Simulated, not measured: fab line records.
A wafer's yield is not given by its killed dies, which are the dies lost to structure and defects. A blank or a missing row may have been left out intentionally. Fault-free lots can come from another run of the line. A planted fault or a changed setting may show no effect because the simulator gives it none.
8D (eight disciplines) problem report, filled in by code ; flow n5 finfet ; the parts of the form that need people (team, actions taken, sign-off) are left out

== 1. THE PROBLEM ==
thk nm at N5_FIN_SAQP_THK_MEAS_07 reads a mean of 79.5 nm on 2 wafers of 2 lots; wafers without a fault read 60.2 nm with a standard deviation of 0.81. Measured from the usual mean, that is +24 standard deviations.
The first sign was on wafer L618.1 at day 4 22:04, on film metro-01. The record has a number at this step for 24 wafers belonging to 8 lots. By rule, "out" or "out of limits" means more than 4 standard deviations away from the usual mean. The rest of the wafers with a number are treated as sound.

== 2. WHAT IT IS, AND WHAT IT ISN'T ==
question;is;is not
which readings at this step;thk nm;-
which lots;L618, L623;L606, L609, L613, L615, L620, L624
which wafers of those lots;L618.1, L623.1;L618.5, L618.6, L623.2, L623.3
read on which gauges;film metro-01;film metro-02
when;from day 4 22:04;"up to then (14 sound wafers); but 8 sound wafers of L620, L623, L624 came after"

== 3. SUSPECTS, AND WHAT RULES EACH OUT ==
Counting: any tool at a process step up to the reading remains a suspect provided it ran every lot that is out. Sound lots after the first of them don't rule it out here, since some wafers of a struck lot are sound.
- the gauge at N5_FIN_SAQP_THK_MEAS_07 is ruled out. All the wafers that are out were read on film metro-01, but those of them that N5_FIN_SAQP_MANDREL_ETCH_22 has rows for are out there too, on other tools.
- rie diel-04 at N5_WELL_APT_DESCUM_30 (chemistry O2, time 7.9 s): kept. It ran every lot that is out, first L618 (day 4 15:17); its last sound lot up to then is L609 (day 2 09:17).
- pecvd-04 at N5_FIN_SAQP_PECVD_06 (deposits a-Si from SiH4/He, target thk 60 nm, time 48.1 s): kept. It ran every lot that is out, first L618 (day 4 21:59); its last sound lot up to then is L615 (day 4 04:11).
The count leaves pecvd-04 at N5_FIN_SAQP_PECVD_06 and rie diel-04 at N5_WELL_APT_DESCUM_30.

== 4. THE CAUSE (what the simulator had put in) ==
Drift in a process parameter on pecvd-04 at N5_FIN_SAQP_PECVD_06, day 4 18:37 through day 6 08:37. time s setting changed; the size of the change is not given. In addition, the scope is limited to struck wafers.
Counting leaves 2 suspects; this tool is one of them.

== 5. THE EFFECT CHAIN, in route order ==
Each row: a reading where the mean over the struck wafers with a number is more than 3 standard deviations away from the usual. Readings are gone through only where the record gives a usual standard deviation; hours: the median, over the lots, of the time from a lot's start at the first step in this table giving one to that lot's start at this step; sigmas: the change measured in usual standard deviations.
hours;step;reading;usual;on struck wafers;change;sigmas
0;N5_FIN_SAQP_THK_MEAS_07;thk nm;60.2 nm;79.5;+19.3;+24
1;N5_FIN_SAQP_MANDREL_ETCH_22;oes product au;0.768 a.u.;0.901;+0.133;+8.9
Here are the process steps it includes:
- N5_FIN_SAQP_MANDREL_ETCH_22: etches a-Si in HBr/Cl2, stops on SiNx, target depth 60 nm, bt time 10 s, time 30 s.
Later steps that measure or inspect, where all struck wafers having a row at the step show a number for every such reading and not one has moved that far: N5_BEOL_M4_RC_MEAS_101.

== 6. HOW IT WOULD HAVE BEEN CAUGHT EARLIER ==
3 hours passed between the start of the fault at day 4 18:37 and the first reading out of limits at a measuring or inspecting step in this record, taken at day 4 22:04.
No tool reading at N5_FIN_SAQP_PECVD_06 that has a usual standard deviation in the record was out on any struck wafer, so an alarm limit of 4 standard deviations on those readings would not have fired.
Among the 2 lots that are out, L623 began N5_FIN_SAQP_PECVD_06 on pecvd-04 after day 4 22:04. Had the tool been put on hold then, it would have been spared.
